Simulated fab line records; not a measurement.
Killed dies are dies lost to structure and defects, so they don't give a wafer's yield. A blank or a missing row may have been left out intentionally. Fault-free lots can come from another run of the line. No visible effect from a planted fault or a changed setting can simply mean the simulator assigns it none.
Matching of chambers :: flow n5-finfet :: N5_BEOL_M11_STRIP_36 on rie-diel-03: 3 sister chambers
The step strips in N2/H2. 6 wafers are shown with their chamber, then 7 later ones without.

== WAFERS WITH THEIR CHAMBER ==
wafer: L079.5
chamber: 0
showerhead-plenum-p-Torr (Torr): 2.69
throttle-valve-pct (%): 23.83

wafer: L080.1
chamber: 1
showerhead-plenum-p-Torr (Torr): 2.46
throttle-valve-pct (%): 23.31

wafer: L080.4
chamber: 3
showerhead-plenum-p-Torr (Torr): 2.59
throttle-valve-pct (%): 23.43

wafer: L081.2
chamber: 0
showerhead-plenum-p-Torr (Torr): 2.68
throttle-valve-pct (%): 23.80

wafer: L081.4
chamber: 1
showerhead-plenum-p-Torr (Torr): 2.45
throttle-valve-pct (%): 23.33

wafer: L081.6
chamber: 3
showerhead-plenum-p-Torr (Torr): 2.59
throttle-valve-pct (%): 23.44

== WAFERS WITHOUT THEIR CHAMBER ==
wafer: L086.4
showerhead-plenum-p-Torr (Torr): 2.68
throttle-valve-pct (%): 23.87

wafer: L086.5
showerhead-plenum-p-Torr (Torr): 2.68
throttle-valve-pct (%): 23.85

wafer: L086.6
showerhead-plenum-p-Torr (Torr): 2.45
throttle-valve-pct (%): 23.36

wafer: L087.4
showerhead-plenum-p-Torr (Torr): 2.45
throttle-valve-pct (%): 23.34

wafer: L087.5
showerhead-plenum-p-Torr (Torr): 2.59
throttle-valve-pct (%): 23.43

wafer: L091.1
showerhead-plenum-p-Torr (Torr): 2.45
throttle-valve-pct (%): 23.34

wafer: L091.6
showerhead-plenum-p-Torr (Torr): 2.59
throttle-valve-pct (%): 23.39

== WHICH CHAMBER EACH WENT THROUGH ==
wafer: L086.4
from the rows above: 0
in truth: 0

wafer: L086.5
from the rows above: 0
in truth: 0

wafer: L086.6
from the rows above: 1
in truth: 1

wafer: L087.4
from the rows above: 1
in truth: 1

wafer: L087.5
from the rows above: 3
in truth: 3

wafer: L091.1
from the rows above: 1
in truth: 1

wafer: L091.6
from the rows above: 3
in truth: 3
Placed correctly: 7 of 7. Left unplaced by these rows: 0. Number placed wrongly: 0.
How it was worked out, from the rows above alone: a wafer's distance from a chamber is the root of the sum, over the readings, of the square of ((its reading less the chamber's mean) divided by the reading's scatter). The wafer belongs to the nearest chamber; if the next one is less than 2 further off, it can't be placed. For every chamber, the mean is computed from those of its wafers that are shown. How the scatter is found: for the shown wafers, subtract from each reading the mean of its chamber, square and add these, divide the total by (wafers less chambers), then take the root.
